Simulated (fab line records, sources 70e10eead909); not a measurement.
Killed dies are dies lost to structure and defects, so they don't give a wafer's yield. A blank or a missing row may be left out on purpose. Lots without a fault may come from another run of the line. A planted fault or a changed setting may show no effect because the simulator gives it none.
Which tool did it? | flow nand_harc | 13 lots, 39 wafers sampled, at 5 steps of a route of 1302

WHAT THE GAUGES READ, wafer by wafer
NHARC_A_ONON_D1_THK_MEAS_02: measures by ellipsometry. Usual: thk_nm 1000 nm, standard deviation 7.9.
lot  | measured     | on            | thk_nm (nm)    | flag
L289 | day 8 04:44  | film_metro-01 | 1009 1008 1010 |
L290 | day 8 12:24  | film_metro-02 | 1001 1003 1003 |
L292 | day 9 10:08  | film_metro-02 | 999 1000 999   |
L293 | day 9 19:49  | film_metro-01 | 990 991 992    |
L294 | day 10 06:16 | film_metro-01 | 1003 1002 1002 |
L297 | day 11 18:26 | film_metro-01 | 992 996 995    |
L298 | day 12 03:46 | film_metro-02 | 986 987 987    |
L299 | day 12 19:28 | film_metro-02 | 998 999 1000   |
L307 | day 15 17:19 | film_metro-01 | 987 984 986    |
L308 | day 16 04:58 | film_metro-01 | 1000 1002 1002 |
L309 | day 16 17:40 | film_metro-01 | 997 997 998    |
L310 | day 17 04:56 | film_metro-02 | 999 999 999    |
L311 | day 17 04:56 | film_metro-01 | 1002 1004 1005 |

NHARC_A_ONON_D1_THK_MEAS_08: measures by ellipsometry. Usual: thk_nm 1001 nm, standard deviation 9.4.
lot  | measured     | on            | thk_nm (nm)    | flag
L289 | day 8 05:52  | film_metro-01 | 1010 1010 1010 |
L290 | day 8 13:33  | film_metro-01 | 1001 1002 1000 |
L292 | day 9 11:16  | film_metro-01 | 989 990 988    |
L293 | day 9 20:57  | film_metro-01 | 1006 1006 1007 |
L294 | day 10 07:23 | film_metro-01 | 988 987 988    |
L297 | day 11 19:34 | film_metro-01 | 1016 1015 1015 |
L298 | day 12 04:54 | film_metro-02 | 1011 1010 1012 |
L299 | day 12 20:36 | film_metro-01 | 1005 1006 1005 |
L307 | day 15 18:27 | film_metro-01 | 1000 999 1000  |
L308 | day 16 06:07 | film_metro-02 | 993 996 996    |
L309 | day 16 18:48 | film_metro-01 | 998 997 998    |
L310 | day 17 06:04 | film_metro-01 | 995 995 996    |
L311 | day 17 06:04 | film_metro-02 | 982 981 982    |

NHARC_END_SORT_01. Usual: killed_at_array 56, standard deviation 19; killed_at_other 0.8, standard deviation 1.1; killed_at_periphery 3.4, standard deviation 2.5; killed_dies 60, standard deviation 19; killed_open 2.9, standard deviation 1.7; killed_short 2.4, standard deviation 1.6.
lot  | measured     | on        | killed_at_array | killed_at_other | killed_at_periphery | killed_dies | killed_open | killed_short | flag
L297 | day 28 15:05 | prober-02 | 74              | 1               | 1                   | 76          | 3           | 2            |

WHICH TOOL RAN EACH LOT (tool, then ch and the chambers of the sampled wafers, then the start)
lot  | NHARC_A_CHANNEL_HOLE_D1_ETCH_39    | NHARC_A_CHANNEL_HOLE_D1_STRIP_27
L289 | rie_diel-05 ch 1,2, day 8 21:49    | rie_diel-05 ch 1,2,3, no start
L290 | rie_diel-05 ch 1,3, day 9 06:05    | rie_diel-05 ch 1,2,3, no start
L292 | rie_diel-09 ch 1,2, day 10 06:05   | rie_diel-09 ch 0,1,3, no start
L293 | rie_diel-05 ch 1,2,3, day 10 12:07 | rie_diel-12 ch 1,3, no start
L294 | rie_diel-09 ch 0,2, day 11 02:44   | rie_diel-09 ch 1,2, no start
L297 | rie_diel-05 ch 0,3, day 12 10:15   | rie_diel-05 ch 0,2, day 28 15:05 or earlier
L298 | rie_diel-05 ch 0,1,2, day 12 19:46 | rie_diel-05 ch 1,2,3, no start
L299 | rie_diel-05 ch 0,1,2, day 13 15:16 | rie_diel-12 ch 0,2,3, no start
L307 | rie_diel-05 ch 0,2,3, day 16 10:20 | rie_diel-05 ch 2,3, no start
L308 | rie_diel-05 ch 1,3, day 16 21:59   | rie_diel-05 ch 0,1, no start
L309 | rie_diel-05 ch 0,1,2, day 17 11:17 | rie_diel-05 ch 1,2, no start
L310 | rie_diel-05 ch 1,2,3, day 17 22:22 | rie_diel-12 ch 2,3, no start
L311 | rie_diel-12 ch 2,3, day 17 22:36   | rie_diel-09 ch 0,2,3, no start
- NHARC_A_CHANNEL_HOLE_D1_ETCH_39: etches the open film in N2/H2, target depth 260 nm, time 325 s.
- NHARC_A_CHANNEL_HOLE_D1_STRIP_27: strips in O2.

WHAT THE TOOLS THEMSELVES READ (means of the sampled wafers that have a number; where no wafer has one, the mark that the record gives instead)
NHARC_A_CHANNEL_HOLE_D1_ETCH_39. Usual: drypump_motor_current_A 5.6 A, standard deviation 0.42; oes_product_au 0.997 a.u., standard deviation 0.012; rf_vpp_V 429.9 V, standard deviation 2.7; showerhead_plenum_p_Torr 2.02 Torr, standard deviation 0.09; throttle_valve_pct 14.171 %, standard deviation 0.0089.
lot  | tool        | drypump_motor_current_A (A) | oes_product_au (a.u.) | rf_vpp_V (V) | showerhead_plenum_p_Torr (Torr) | throttle_valve_pct (%) | flag
L289 | rie_diel-05 | 5.8                         | 0.997                 | 427.4        | 1.94                            | 14.165                 |
L290 | rie_diel-05 | 5.3                         | 0.992                 | 429.9        | 2.01                            | 14.165                 |
L292 | rie_diel-09 | 6.3                         | 1.000                 | 429.9        | 2.05                            | 14.166                 |
L293 | rie_diel-05 | 5.7                         | 0.989                 | 428.8        | 1.97                            | 14.165                 |
L294 | rie_diel-09 | 6.1                         | 0.990                 | 433.0        | 2.11                            | 14.175                 |
L297 | rie_diel-05 | 5.3                         | 0.908                 | 432.8        | 2.11                            | 14.169                 | OFF
L298 | rie_diel-05 | 5.7                         | 0.952                 | 429.4        | 2.00                            | 14.174                 | OFF
L299 | rie_diel-05 | 5.7                         | 0.955                 | 429.0        | 2.00                            | 14.173                 | OFF
L307 | rie_diel-05 | 5.6                         | 0.996                 | 429.7        | 2.03                            | 14.166                 |
L308 | rie_diel-05 | 5.4                         | 0.997                 | 428.4        | 1.97                            | 14.172                 |
L309 | rie_diel-05 | 5.7                         | 1.003                 | 429.7        | 2.00                            | 14.173                 |
L310 | rie_diel-05 | 5.7                         | 0.996                 | 428.5        | 1.96                            | 14.167                 |
L311 | rie_diel-12 | 5.7                         | 1.012                 | 429.5        | 2.03                            | 14.165                 |

NHARC_A_CHANNEL_HOLE_D1_STRIP_27. Usual: drypump_motor_current_A 5.7 A, standard deviation 0.4; oes_product_au 0.999 a.u., standard deviation 0.012; rf_vpp_V 57.6 V, standard deviation 0.79; showerhead_plenum_p_Torr 3.52 Torr, standard deviation 0.15; throttle_valve_pct 17.037 %, standard deviation 0.009.
lot  | tool        | drypump_motor_current_A (A) | oes_product_au (a.u.) | rf_vpp_V (V) | showerhead_plenum_p_Torr (Torr) | throttle_valve_pct (%) | flag
L289 | rie_diel-05 | 5.6                         | 0.996                 | 58.1         | 3.41                            | 17.038                 |
L290 | rie_diel-05 | 5.7                         | 0.999                 | 58.3         | 3.41                            | 17.039                 |
L292 | rie_diel-09 | 5.9                         | 1.001                 | 58.6         | 3.64                            | 17.034                 |
L293 | rie_diel-12 | 5.9                         | 1.014                 | 58.0         | 3.50                            | 17.040                 |
L294 | rie_diel-09 | 6.3                         | 1.008                 | 57.5         | 3.53                            | 17.041                 |
L297 | rie_diel-05 | 5.6                         | 1.002                 | 57.2         | 3.57                            | 17.034                 |
L298 | rie_diel-05 | 5.6                         | 0.994                 | 57.3         | 3.41                            | 17.036                 |
L299 | rie_diel-12 | 5.8                         | 0.993                 | 57.6         | 3.50                            | 17.042                 |
L307 | rie_diel-05 | 5.6                         | 0.981                 | 57.5         | 3.45                            | 17.034                 |
L308 | rie_diel-05 | 5.4                         | 1.009                 | 57.2         | 3.58                            | 17.043                 |
L309 | rie_diel-05 | 6.0                         | 0.996                 | 56.6         | 3.34                            | 17.048                 |
L310 | rie_diel-12 | 5.8                         | 0.994                 | 57.6         | 3.39                            | 17.040                 |
L311 | rie_diel-09 | 6.1                         | 0.998                 | 58.8         | 3.65                            | 17.034                 |

THE ANSWER, worked out from the rows above alone
Rule: a lot is off if the mean of its wafers that have a number lies more than 3 standard deviations from the usual mean. A lot without any number at a reading at which 4 lots or more have one is off too. The other lots that the step has rows for count as sound. The gauges are gone through in route order, then the tools' own readings, and for those a lot's mean is taken as printed above. The first step at which some lot is off is used, and at that step the reading that is off furthest; a lot without a number counts as furthest.
Off: L297, L298, L299, at NHARC_A_CHANNEL_HOLE_D1_ETCH_39 (oes_product_au).
A tool fits if, at that step or a process step before it, it ran every lot that is off, and no sound lot after the first of them. None of those tried fits.

WHAT THE SIMULATOR HAD PUT IN
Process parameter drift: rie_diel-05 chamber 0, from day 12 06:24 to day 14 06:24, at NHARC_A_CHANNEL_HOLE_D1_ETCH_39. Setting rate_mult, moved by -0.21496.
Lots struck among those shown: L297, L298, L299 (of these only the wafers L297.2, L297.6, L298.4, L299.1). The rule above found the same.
